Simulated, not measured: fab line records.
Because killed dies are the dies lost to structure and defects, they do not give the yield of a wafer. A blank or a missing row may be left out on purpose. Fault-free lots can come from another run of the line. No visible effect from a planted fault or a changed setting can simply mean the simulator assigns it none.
Tool commonality check	flow nand-harc	Sample size 13 lots and 39 wafers

REASON FOR OPENING
Flagged at NHARC_END_SORT_01: reading killed-at-array, on 2 of 13 lots. Wafers without a fault read 55, standard deviation 20.
Rule: a lot is flagged in two cases, either no wafer of it has a number, or all its wafers with numbers fall more than 4 standard deviations from that mean. The other lots count as sound.

lot	measured	on	killed-at-array, wafer by wafer	flag
L262	day 25 07:35	prober-01	73 68 57	
L265	day 25 16:10	prober-01	95 104 114	
L267	day 26 23:45	prober-01	65 72 70	
L268	day 27 06:13	prober-02	84 62 75	
L269	day 27 06:42	prober-01	72 63 75	
L271	day 29 12:41	prober-02	30 21 24	
L273	day 29 12:43	prober-01	68 52 65	
L270	day 29 21:17	prober-01	43 50 70	
L274	day 30 05:29	prober-02	341 189 283	FLAGGED
L275	day 30 06:19	prober-01	214 149 308	FLAGGED
L282	day 33 03:04	prober-01	50 54 48	
L283	day 33 08:40	prober-02	44 49 55	
L284	day 33 21:07	prober-01	24 19 19	
The numbers of the flagged lots are 247 on average: +192 against the usual, or +10 standard deviations.

WHICH TOOL EACH LOT WENT THROUGH
Before the reading, the record contains 3 process steps out of a 1302-step route. In each cell: the tool, then ch and the chambers that the sampled wafers went through, then the start.
lot	flag	NHARC_A_CHANNEL_HOLE_D1_DEP_00	NHARC_THIN_TSV_ETCH_15	NHARC_THIN_TSV_DESCUM_35
L262		acl-dep-02 ch 0, day 9 01:06	rie-si-04 ch 2,3, day 24 15:25	rie-diel-06 ch 0,2,3, day 24 20:31
L265		acl-dep-01 ch 0, day 9 15:53	rie-si-06 ch 1,2,3, day 24 23:28	rie-diel-07 ch 1,2,3, day 25 04:41
L267		acl-dep-01 ch 0, day 10 21:33	rie-si-04 ch 0,2,3, day 26 08:50	rie-diel-06 ch 0,3, day 26 14:07
L268		acl-dep-03 ch 0, day 11 15:33	rie-si-06 ch 0,3, day 26 15:56	rie-diel-05 ch 0,1,3, day 26 21:14
L269		acl-dep-01 ch 0, day 11 15:52	rie-si-06 ch 0,2, day 26 17:25	rie-diel-07 ch 0,1,3, day 26 22:38
L271		acl-dep-03 ch 0, day 12 22:10	rie-si-06 ch 1,2, day 28 20:56	rie-diel-07 ch 0,3, day 29 02:49
L273		acl-dep-01 ch 0, day 13 03:56	rie-si-02 ch 1,2, day 28 19:43	rie-diel-07 ch 2,3, day 29 01:22
L270		acl-dep-01 ch 0, day 12 05:15	rie-si-02 ch 0,2,3, day 28 18:24	rie-diel-05 ch 1,2,3, day 28 23:42
L274	FLAGGED	acl-dep-01 ch 0, day 13 21:43	rie-si-06 ch 0,1,3, day 29 15:14	rie-diel-06 ch 0,3, day 29 20:32
L275	FLAGGED	acl-dep-01 ch 0, day 14 09:37	rie-si-04 ch 1,2,3, day 29 16:36	rie-diel-05 ch 0,3, day 29 22:45
L282		acl-dep-03 ch 0, day 17 00:42	rie-si-04 ch 2,3, day 32 12:50	rie-diel-07 ch 0,2,3, day 32 18:06
L283		acl-dep-02 ch 0, day 17 12:12	rie-si-04 ch 2,3, day 32 18:33	rie-diel-07 ch 1,2, day 32 23:48
L284		acl-dep-01 ch 0, day 17 23:14	rie-si-02 ch 0,2,3, day 33 05:55	rie-diel-06 ch 0,1,2, day 33 11:14
These steps, and what they do:
- NHARC_A_CHANNEL_HOLE_D1_DEP_00: deposits aC, target thk 3100 nm.
- NHARC_THIN_TSV_ETCH_15: target depth 3000 nm, bosch target overetch cycles 2, bosch etch step 2.8 s.
- NHARC_THIN_TSV_DESCUM_35: chemistry O2, time 3 s.
- NHARC_END_SORT_01

FLAGGED OVER TOTAL, TOOL BY TOOL (the gauges that took the reading come last)
step	tool	lots run	flagged	share of the flagged lots	sound lots run after its first flagged lot
NHARC_A_CHANNEL_HOLE_D1_DEP_00	acl-dep-01	8	2	all	1 (L284)
NHARC_A_CHANNEL_HOLE_D1_DEP_00	acl-dep-02	2	0	none	-
NHARC_A_CHANNEL_HOLE_D1_DEP_00	acl-dep-03	3	0	none	-
NHARC_THIN_TSV_ETCH_15	rie-si-02	3	0	none	-
NHARC_THIN_TSV_ETCH_15	rie-si-04	5	1	some	2 (L282,L283)
NHARC_THIN_TSV_ETCH_15	rie-si-06	5	1	some	0
NHARC_THIN_TSV_DESCUM_35	rie-diel-05	3	1	some	0
NHARC_THIN_TSV_DESCUM_35	rie-diel-06	4	1	some	1 (L284)
NHARC_THIN_TSV_DESCUM_35	rie-diel-07	6	0	none	-
NHARC_END_SORT_01	prober-01	9	1	some	2 (L282,L284)
NHARC_END_SORT_01	prober-02	4	1	some	1 (L283)

WHAT IS ALLOWED BY THE TABLE
1 row of the table ran every flagged lot: acl-dep-01 at NHARC_A_CHANNEL_HOLE_D1_DEP_00.
- acl-dep-01 at NHARC_A_CHANNEL_HOLE_D1_DEP_00: 2 of its 8 lots flagged. Lots that were sound ran on it after the first flagged one (L284); a persistent fault on the entire tool would not allow that.
None of the table's rows ran every flagged lot and, after the first, no sound lot.

WHAT THE SIMULATOR HAD PUT IN
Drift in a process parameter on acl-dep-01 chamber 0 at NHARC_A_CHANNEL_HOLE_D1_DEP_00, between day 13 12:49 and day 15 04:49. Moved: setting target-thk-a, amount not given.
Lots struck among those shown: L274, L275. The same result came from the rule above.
